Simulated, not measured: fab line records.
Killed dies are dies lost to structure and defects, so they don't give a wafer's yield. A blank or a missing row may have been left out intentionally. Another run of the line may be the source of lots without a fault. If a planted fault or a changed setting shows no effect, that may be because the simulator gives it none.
fab line records ; flow n5Finfet
record lots=3; wafers=9; lastDay=20
route steps=1938 shown BEOL_M3@1011 BEOL_M4@1021 PASSIVATION@1936
lots untouched by any fault: they come from a run of this same line in which no faults occurred
startH: hours from the record's first day to the start of the lot's first wafer shown ; waitH: hours from the lot's prior step to this one ; " unchanged from the row above ; L1.1+2: one row covering several wafers at once ; - no value, or no start was given ; * or withheld: withheld ; < > ~ a bound
route shown NAME@n: names a module that has steps shown in the file, with the first one's number in the route ; usual: the fault-free wafers' mean and standard deviation ; same: alike in all rows ; chamber/n: place in a boat ; sites: readings site by site ; _std_site: how widely they spread, as a standard deviation ; _edge_site: mean of outer sites minus mean of inner sites ; radiusMm: for every site, how far away it sits from the centre of the wafer ; mask NAME#n: copy n ; behind: the last tool/chamber to shape the wafer ; hold: the reason the lot was held/the length of the hold in hours/how it ended ; device: which transistor (n, p or np) failed to switch ; end of line: the tests these same wafers got at the end of their route ; a step with no rows: only its recipe ; killed: the dies lost at the first sort to structure and to defects; this is not the yield of the wafer ; map: shows each die of a wafer: x if killed, . if not, _ if none is there
set.NAME: the setting the step ran with; set.NAME@STEP: the setting that earlier step ran with ; model.NAME: the simulator's own value behind a step, which no gauge read
lots at selected steps of the route; one table per step, one row per wafer
services: the hour from which a tool's chamber was out of use, counted from the record's first day as startH (under 0 if before that day), plus the number of hours and why
## steps
# step N5_BEOL_M3_ECD_50
# recipe material=Cu; targetThkA=3000
# step N5_BEOL_M3_ANNEAL_51
# recipe tempC=225; timeS=90; ambient=N2
# step N5_BEOL_M3_CMP_52
# recipe stopOn=SiOC; tOverpolishS=6.8; downForcePsi=1; platenRpm=50; clearingPlatenDownForcePsi=1.5; clearingPlatenRpm=50; postCmpClean=cuAlkaline; targetThkNm=40; clearingPlatenPadVelocityMS=0.99484; padVelocityMS=0.99484
# step N5_BEOL_M3_PRE_CLEAN_60
# recipe gas=NH3/H2; timeS=15; tempC=*; rfPowerW=300
# step N5_BEOL_M3_CO_CAP_55
# recipe material=Co; targetThkA=20; tempC=200; precursor=CCTBA/H2; pressureTorr=30; timeS=102.1
# step N5_BEOL_M3_PRE_CLEAN_56
# recipe gas=NH3; timeS=15; tempC=withheld; rfPowerW=300
# step N5_BEOL_M3_DEP_57
# recipe material=SiCN; targetThkA=80; tempC=withheld; precursor=3MS/NH3; pressureTorr=3; rfW=202; timeS=14
# step N5_BEOL_M4_ILD_DEP_00
# recipe material=SiOC; targetThkA=790; tempC=350; precursor=DEMS/O2; pressureTorr=5; rfW=500; timeS=15.3
# step N5_BEOL_M4_PECVD_72
# recipe material=SiO2; targetThkA=160; tempC=400; precursor=TEOS/O2; pressureTorr=5.5; rfW=450; teosFlowSccm=53.8; gas=O2; flowSccm=3000; timeS=18
# usual heaterPowerW=660/110; showerheadPlenumPTorr=8.81/0.062; throttleValvePct=22.4/1.1
lot.wafer;tool;chamber;startH;waitH;heaterPowerW;showerheadPlenumPTorr;throttleValvePct
L381.1;pecvd-01;1;221.03;0.0;700;8.91;21.3
L381.2;pecvd-01;2;221.03;0.0;605;8.84;20.9
L381.6;pecvd-01;1;221.03;0.0;709;8.89;21.5
L393.1;pecvd-01;1;269.00;0.0;710;8.88;21.3
L393.2;pecvd-01;0;269.00;0.0;601;8.76;23.6
L393.4;pecvd-01;2;269.00;0.0;539;8.83;21.0
L401.2;pecvd-03;1;327.13;0.0;601;8.76;23.8
L401.5;pecvd-03;2;327.13;0.0;742;8.89;21.3
L401.6;pecvd-03;1;327.13;0.0;592;8.76;23.6
# step N5_BEOL_M4_HM_DEP_02
# recipe material=TiN; targetThkA=200; tempC=25; chamberPressurePa=0.49996
# step N5_BEOL_M4_COAT_61
# recipe resist=SOC; tempC=250; timeS=60; spinRpm=1500; resistThkNm=60
# step N5_BEOL_M4_COAT_62
# recipe resist=SiARC; tempC=220; timeS=60; spinRpm=1500; resistThkNm=12
# step N5_BEOL_M4_COAT_73
# recipe resist=underlayer; tempC=205; timeS=60; spinRpm=1500; resistThkNm=5
# step N5_BEOL_M4_COAT_05
# recipe resist=CAR-EUV; spinRpm=1500; resistThkNm=30
# step N5_BEOL_M4_EBR_07
# recipe solvent=PGMEA; ebrWidthMm=1.5
# step N5_BEOL_M4_SOFTBAKE_06
# recipe tempC=110; timeS=60; resist=CAR-EUV
# step N5_BEOL_M4_EXPOSE_08
# recipe maskId=M4; na=0.33; sourceShape=dipole; sigmaInner=0.369; sigmaOuter=0.767; polarization=unpolarized; doseMj=41.25
# step N5_BEOL_M4_PEB_09
# recipe pebTempC=100; pebTimeS=60; resist=CAR-EUV
# step N5_BEOL_M4_DEVELOP_10
# recipe developTimeS=30; developer=TMAH; resist=CAR-EUV; rinseLiquid=surfactantRinse; dry=airSpin; devTempC=23
# step N5_BEOL_M4_INSPECT_13
# recipe mode=adi; inspectInstrument=brightfield
# usual rawDefectCount=412/98
lot.wafer;tool;chamber;startH;waitH;rawDefectCount
L381.1;defectInspect-01;-;222.88;0.1;477
L381.2;defectInspect-01;-;222.88;0.1;384
L381.6;defectInspect-01;-;222.88;0.1;406
L393.1;defectInspect-02;-;270.32;0.1;685
L393.2;defectInspect-02;-;270.32;0.1;827
L393.4;defectInspect-02;-;270.32;0.1;777
L401.2;defectInspect-01;-;328.41;0.0;430
L401.5;defectInspect-01;-;328.41;0.0;380
L401.6;defectInspect-01;-;328.41;0.0;444
# step N5_BEOL_M4_DESCUM_16
# recipe chemistry=O2; timeS=7; sourcePowerW=50; biasPowerW=20; pressureMtorr=20; rfFrequencyHz=2.712e+07; tempC=40; resist=CAR-EUV; o2FlowSccm=225
# step N5_BEOL_M4_ETCH_74
# recipe chemistry=N2/H2; target=underlayer; targetDepthA=65; maskMaterial=CAR-EUV; timeS=5.2; ionEnergyEv=200; pressureMtorr=30; sourceW=840; biasW=150; n2FlowSccm=200; h2FlowSccm=200; ends=cleared
# step N5_BEOL_M4_ETCH_63
# recipe chemistry=CF4; target=SiARC; targetDepthA=156; maskMaterial=CAR-EUV; timeS=26; ionEnergyEv=80; pressureMtorr=40; sourceW=545; biasW=36; Ar_flow_sccm=100; cf4FlowSccm=100; ends=cleared
# step N5_BEOL_M4_ETCH_64
# recipe chemistry=N2/H2; target=SOC; targetDepthA=750; overetchA=225; maskMaterial=SiARC; tempC=40; timeS=121.9; ionEnergyEv=200; pressureMtorr=30; sourceW=840; biasW=150; n2FlowSccm=200; h2FlowSccm=200
# step N5_BEOL_M4_STRIP_65
# recipe chemistry=N2/H2; tempC=40; n2FlowSccm=200; h2FlowSccm=200; rfFrequencyHz=6e+07
# step N5_BEOL_M4_STRIP_75
# recipe chemistry=N2/H2; tempC=40; n2FlowSccm=200; h2FlowSccm=200; rfFrequencyHz=6e+07
# step N5_BEOL_M4_STRIP_66
# recipe chemistry=CF4; resist=SiARC; powerW=300; biasPowerW=75; pressureMtorr=50; cf4FlowSccm=150; rfFrequencyHz=6e+07
# step N5_BEOL_M4_HM_OPEN_17
# recipe chemistry=Cl2/BCl3; targetDepthA=200; overetchA=60; target=TiN; maskMaterial=SOC; ionEnergyEv=150; pressureMtorr=10; icpW=1000; biasW=126; Cl2_flow_sccm=53.25; bcl3FlowSccm=21.75; Ar_flow_sccm=25
# step N5_BEOL_M4_STRIP_19
# recipe chemistry=O2; powerW=400; tempC=40; pressureMtorr=30; rfFrequencyHz=6e+07; biasPowerW=0; overashFraction=0.2; o2FlowSccm=225
# step N5_BEOL_M4_COAT_67
# recipe resist=SOC; tempC=250; timeS=60; spinRpm=1500; resistThkNm=60
# step N5_BEOL_M4_COAT_68
# recipe resist=SiARC; tempC=220; timeS=60; spinRpm=1500; resistThkNm=12
# step N5_BEOL_M4_COAT_76
# recipe resist=underlayer; tempC=205; timeS=60; spinRpm=1500; resistThkNm=5
# step N5_BEOL_M4_COAT_22
# recipe resist=CAR-EUV; spinRpm=1500; resistThkNm=30
# step N5_BEOL_M4_EBR_24
# recipe solvent=PGMEA; ebrWidthMm=1.5
# step N5_BEOL_M4_SOFTBAKE_23
# recipe tempC=110; timeS=60; resist=CAR-EUV
# step N5_BEOL_M4_INSPECT_30
# recipe mode=adi; inspectInstrument=brightfield
# usual rawDefectCount=414/100
lot.wafer;tool;chamber;startH;waitH;rawDefectCount
L381.1;defectInspect-02;-;224.07;0.1;429
L381.2;defectInspect-02;-;224.07;0.1;363
L381.6;defectInspect-02;-;224.07;0.1;358
L393.1;defectInspect-02;-;271.32;0.1;688
L393.2;defectInspect-02;-;271.32;0.1;841
L393.4;defectInspect-02;-;271.32;0.1;775
L401.2;defectInspect-02;-;329.66;0.0;396
L401.5;defectInspect-02;-;329.66;0.0;347
L401.6;defectInspect-02;-;329.66;0.0;399
# step N5_BEOL_M4_RC_MEAS_101
# usual DIBL_N=37.7/2; DIBL_P=37.7/2.3; IOFF_N=0.18/0.039; IOFF_P=0.23/0.042; ION_N=681/12; ION_P=463/8; SS_N=71.9/0.68; SS_P=73.6/0.71; VT_N=248/3.2; VT_P=-249/3.1
lot.wafer;tool;chamber;startH;waitH;DIBL_N[mV/V];DIBL_P[mV/V];IOFF_N[nA/um];IOFF_P[nA/um];ION_N[uA/um];ION_P[uA/um];SS_N[mV/dec];SS_P[mV/dec];VT_N[mV];VT_P[mV]
L381.1;prober-01;0;270.98;0.0;40.1;41.4;0.26;0.37;700;488;72.4;74.8;242;-240
L381.2;prober-01;0;270.98;0.0;40.0;41.2;0.26;0.35;701;481;72.5;74.1;243;-240
L381.6;prober-01;0;270.98;0.0;37.4;38.0;0.18;0.27;677;467;71.3;73.6;247;-244
L393.1;prober-02;0;326.75;0.0;40.5;39.8;0.26;0.26;702;466;72.6;74.1;241;-245
L393.2;prober-02;0;326.75;0.0;38.0;37.5;0.19;0.22;694;467;72.0;73.7;247;-250
L393.4;prober-02;0;326.75;0.0;37.8;36.4;0.18;0.21;664;454;72.2;74.0;250;-254
L401.2;prober-01;0;385.83;0.2;37.6;39.6;0.18;0.20;680;455;72.9;73.5;246;-252
L401.5;prober-01;0;385.83;0.2;37.9;40.1;0.19;0.23;671;456;71.9;73.6;248;-251
L401.6;prober-01;0;385.83;0.2;34.7;35.6;0.13;0.16;676;458;71.4;72.9;249;-257
# step N5_PASSIVATION_PROBE_49
# usual defectLimitedYield=91.1/1.4; killed_at_M0_to_M3=34/9.6; killed_at_M4_up=15/5.3; killedAtContacts=12/6.1; killedAtFrontEnd=40/11; killedAtOther=3.5/2.8; killedDies=105/17; killedOpen=70/12; killedShort=34/7.7; sort_bin_4_leakage=0.01/0.07; sort_bin_5_function=5.2/0.97; sort_bin_6_memory=3.4/0.62; sortNPass=1075/17; sortYieldPct=91.1/1.4
# same grossDies=1180; killedAtBackSide=0; sort_bin_8_speed[%]=0
lot.wafer;tool;chamber;startH;waitH;defectLimitedYield[%];killed_at_M0_to_M3;killed_at_M4_up;killedAtContacts;killedAtFrontEnd;killedAtOther;killedDies;killedOpen;killedShort;sort_bin_4_leakage[%];sort_bin_5_function[%];sort_bin_6_memory[%];sortNPass;sortYieldPct[%]
L393.1;prober-01;-;433.44;0.0;83.6;27;122;8;33;3;193;64;22;0;10.6;4.1;987;83.6
L393.2;prober-01;-;433.49;0.1;89.3;29;35;29;32;1;126;77;28;0;6.4;3.2;1054;89.3
L393.4;prober-01;-;433.59;0.2;88.8;32;75;9;16;0;132;55;14;0;7.1;2.9;1048;88.8
# killed by level:class
L393.1 BEOL_M4:unspecified=107 STI_FIN_REVEAL:geometricParticle:open=11 BEOL_M3:geometricParticle:open=10 BEOL_M1:geometricParticle:open=7 MOL_CONTACT_COAG:geometricParticle:open=6 BEOL_M4:geometricParticle:open=6 GATE_CUT:geometricParticle:short=4 GATE_CUT:geometricParticle:open=4
L393.2 MOL_CONTACT_COAG:geometricParticle:open=26 BEOL_M4:unspecified=21 BEOL_M3:geometricParticle:open=14 BEOL_M4:geometricParticle:open=9 GATE_CUT:geometricParticle:short=7 STI_FIN_REVEAL:geometricParticle:open=6 GATE_CUT:geometricParticle:open=5 STARTING-WAFER:geometricParticle:short=5
L393.4 BEOL_M4:unspecified=61 BEOL_M3:geometricParticle:open=14 BEOL_M4:geometricParticle:open=9 MOL_CONTACT_COAG:geometricParticle:open=8 BEOL_M2:geometricParticle:open=7 BEOL_M3:geometricParticle:short=4 STARTING-WAFER:geometricParticle:open=4 FIN_SAQP:geometricParticle:open=2
# map L393.1 (x killed, . not)
_________________....x.......________________
______________.................._____________
___________................x..x...x__________
__________...x.........x.......x...._________
________..........x..x..x..x...x......_______
_______...x........x......x..........xx______
______..............xxx.x............x.._____
_____...............xxxxx..x.xx..........____
____...x......x......xxx.xxxxx............___
___...............xxxx.xxxx.xxx....x..x.x..__
___.........x....x..xxxxxxxxxx......x......__
__.................xxxxxxxxx.x.x............_
__...........x..x.x.xxxxxxxxxx.........x...._
_.......x.x.x....xxxxxxxxxxxxxx.x....x..x....
_..x............x.xxxxxxxxxxxx.....x......x..
_...x........x.x..x.xxxxxxxxx.x....x.........
_.....................xxxx.....x.x..........x
_x.............x........xxx............x.....
_...x................x..x.x..............x...
_.........x...............x...x........x.....
_..................x.....x...........x.......
__...x............x.x..........x..x........._
__....x..............x.....x................_
___...x....................................__
___.........................x..........x...__
____..............x.......................___
_____....x...................x...........____
______x.......x........................._____
_______............x.........x.........______
________.............................._______
__________....x..x.................._________
___________........................__________
______________...xx............._____________
_________________...x......xx________________
# map L381.1 (x killed, . not)
_________________............________________
______________..x..............._____________
___________..................x.....__________
__________................x........._________
________x....x...........x..x.x......._______
_______........................x..x....______
______.....x............................_____
_____.............x............x.x.......____
____...xx....x...........x.....x..x.......___
___xx.............x.........x..............__
___..........x....................x........__
__...........x...............x.....x.......x_
__.........x............x..................._
_..x............................x......x.x...
_..........x................x.........x......
_..xx...................xx...x........xx.x...
_............................................
_.....x.x.....x...x......x..........x........
_.........x..................................
_x......x............x..x....................
_.x.........x......xx........x...............
__...........x....x.....x......x............_
__....x.x......x................x........x.._
___..x.....................................__
___...........................x.......xx...__
____...........................x.......x..___
_____...x......x..........x..........x...____
______...............................x.._____
_______........x.......................______
________...x.....................x...x_______
__________...................x.x...._________
___________xx..x.....x......x......__________
______________..x..x............_____________
_________________............________________
## services
tool;chamber;startH;hours;kind
pecvd-03;2;200.08;5.5;scheduledDown
pecvd-03;0;210.57;2.1;scheduledDown
pecvd-01;-;212.39;6.0;pm
pecvd-03;2;238.65;2.1;scheduledDown
pecvd-01;1;239.56;2.1;scheduledDown
pecvd-01;-;256.72;1.2;repair
pecvd-01;-;264.29;1.3;repair
## key
firstSign step=N5_BEOL_M4_INSPECT_13; reading=rawDefectCount; direction=up; sigmas=3.6; usual=412; struck=763
effect step=N5_BEOL_M4_INSPECT_30; reading=rawDefectCount; direction=up; sigmas=3.4; usual=414; struck=768
effect step=N5_PASSIVATION_PROBE_49; reading=killed_at_M4_up; direction=up; sigmas=12; usual=15; struck=77
moreKillsBornAt N5_BEOL_M4_PECVD_72@pecvd-01=189
metAt N5_BEOL_M4_PECVD_72
struckWafers L393.1,L393.2,L393.4
onsetBetween 221.03 269.00
fault kind=chamberParticleSource; tool=pecvd-01; chamber=-; onsetH=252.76; steps=N5_BEOL_M4_PECVD_72; ratePerVisitCm2=0.51355; endH=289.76
